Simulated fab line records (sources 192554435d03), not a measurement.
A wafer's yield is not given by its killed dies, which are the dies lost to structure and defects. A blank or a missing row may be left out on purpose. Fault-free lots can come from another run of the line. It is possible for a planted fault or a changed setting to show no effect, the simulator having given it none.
A lot that was struck, set against a sound lot    flow n5Finfet    15 out of 1938 route steps
Sound: these wafers, L205.1, L205.2, L205.6. Struck: wafer L214.4. (L214.2 of the same lot was not struck and is left out.) The cause comes at the end.
At each step with rows: each side's tool, then ch and its chambers, then its first start. Under that, the readings that differ: sound wafers    struck wafers    difference of the means    sigmas: that difference in standard deviations of wafers without a fault.
alike: readings with means less than 2 such deviations apart, plus words and numbers identical on both sides. not compared: withheld readings, readings lacking a value on some wafer, bounds such as >300 that could conceal the same value, and numbers that have no deviation in the record and whose values overlap.
Wherever a step has rows on one side only, a row that says differs or no value, or a row with sigmas, the two part there. Numbers that have no deviation but don't overlap get no sigmas and don't part them. Lack of a reading on every wafer of one side parts them only where that side has two or more wafers.

N5_BEOL_M8_OVL_MEAS_29:
  sound on overlay-02 ch 0, day 11 01:18; struck on overlay-02 ch 0, day 13 23:40
  alike: V7_OVL
N5_BEOL_M8_INSPECT_30: inspects for defects (brightfield).
  sound on defectInspect-01 at day 11 01:22; struck on defectInspect-01 at day 13 23:43
  alike: rawDefectCount
then, 2 steps without rows for these wafers: N5_BEOL_M8_DESCUM_33 (chemistry O2, time 7 s); N5_BEOL_M8_ETCH_72 (etches underlayer in N2/H2, target depth 6.5 nm, time 5.2 s).
N5_BEOL_M8_ETCH_65: etches SiARC in CF4, target depth 15.6 nm, time 26 s.
  sound on rieDiel-03 ch 0,2,3, day 11 01:27; struck on rieDiel-03 ch 0, day 13 23:48
  alike: biasW, drypumpMotorCurrentA, etchRfOnTimeS, mfcArSccm, oesProductAu, rfVppV, showerheadPlenumPTorr, throttleValvePct
  not compared: rfHoursCounterH
N5_BEOL_M8_ETCH_66: etches SOC in N2/H2, target depth 80 nm, overetch 16 nm, time 120 s.
  sound on rieDiel-03 ch 0,2,3, day 11 01:29; struck on rieDiel-03 ch 0, day 13 23:50
  alike: biasW, drypumpMotorCurrentA, oesProductAu, rfVppV, showerheadPlenumPTorr, throttleValvePct
  not compared: rfHoursCounterH
then, 2 steps without rows for these wafers: N5_BEOL_M8_STRIP_69 (strips in N2/H2); N5_BEOL_M8_STRIP_73 (strips in N2/H2).
N5_BEOL_M8_VIA_ETCH_34: etches SiCOH lowk in C4F6/O2, target depth 125.5 nm, time 50.5 s.
  sound on rieDiel-03 ch 0,2,3, day 11 01:35; struck on rieDiel-03 ch 0, day 13 23:56
  alike: biasW, drypumpMotorCurrentA, mfcArSccm, oesProductAu, rfVppV, showerheadPlenumPTorr, throttleValvePct
  not compared: rfHoursCounterH
then, 2 steps without rows for these wafers: N5_BEOL_M8_STRIP_76 (strips in C4F6/O2); N5_BEOL_M8_STRIP_36 (strips in N2/H2).
N5_BEOL_M8_TRENCH_ETCH_37: etches SiCOH lowk in C4F6/O2, target depth 93.478 nm, time 31.2 s.
  sound: rieDiel-03 ch 0,2,3; struck: rieDiel-03 ch 0
  alike: biasW, drypumpMotorCurrentA, mfcArSccm, oesProductAu, rfVppV, showerheadPlenumPTorr, throttleValvePct
  not compared: rfHoursCounterH
N5_BEOL_M8_ETCH_41: etches SiCN in CH3F/O2, target depth 31.9 nm, time 57.8 s.
  sound on rieDiel-03 ch 0,2,3, day 11 01:42; struck on rieDiel-03 ch 0, day 14 00:03
reading                  sound              struck  difference  sigmas
model.etch.depthNm (nm)  22.47 21.41 21.44  34.82   +13.05      
  alike: biasW, drypumpMotorCurrentA, mfcArSccm, oesProductAu, rfVppV, showerheadPlenumPTorr, throttleValvePct
  not compared: rfHoursCounterH
N5_BEOL_M8_STRIP_80: strips in N2/H2, time 10 s.
  sound: rieDiel-03 ch 0,2,3; struck: rieDiel-03 ch 0
  alike: drypumpMotorCurrentA, oesProductAu, rfVppV, showerheadPlenumPTorr, throttleValvePct
  not compared: rfHoursCounterH
-- record jumps: 3 days separate the struck wafers' starts on either side; left off in module BEOL_M8, taken up again in module PASSIVATION, whose first shown step is the route's number 1936 --
N5_PASSIVATION_PROBE_49:
  sound on prober-01 at day 14 01:23; struck on prober-01 at day 16 14:55
reading           sound     struck  difference  sigmas
killedAtFrontEnd  71 51 51  31      -27         -2
killedShort       58 51 53  36      -18         -2
  alike: defectLimitedYield, killed_at_M0_to_M3, killed_at_M4_up, killedAtContacts, killedAtOther, killedDies, killedOpen, sort_bin_5_function, sort_bin_6_memory, sortNPass, sortYieldPct

== WHERE THEY PART ==
N5_PASSIVATION_PROBE_49 only, going by this record.

WHY: the cause the simulator had injected
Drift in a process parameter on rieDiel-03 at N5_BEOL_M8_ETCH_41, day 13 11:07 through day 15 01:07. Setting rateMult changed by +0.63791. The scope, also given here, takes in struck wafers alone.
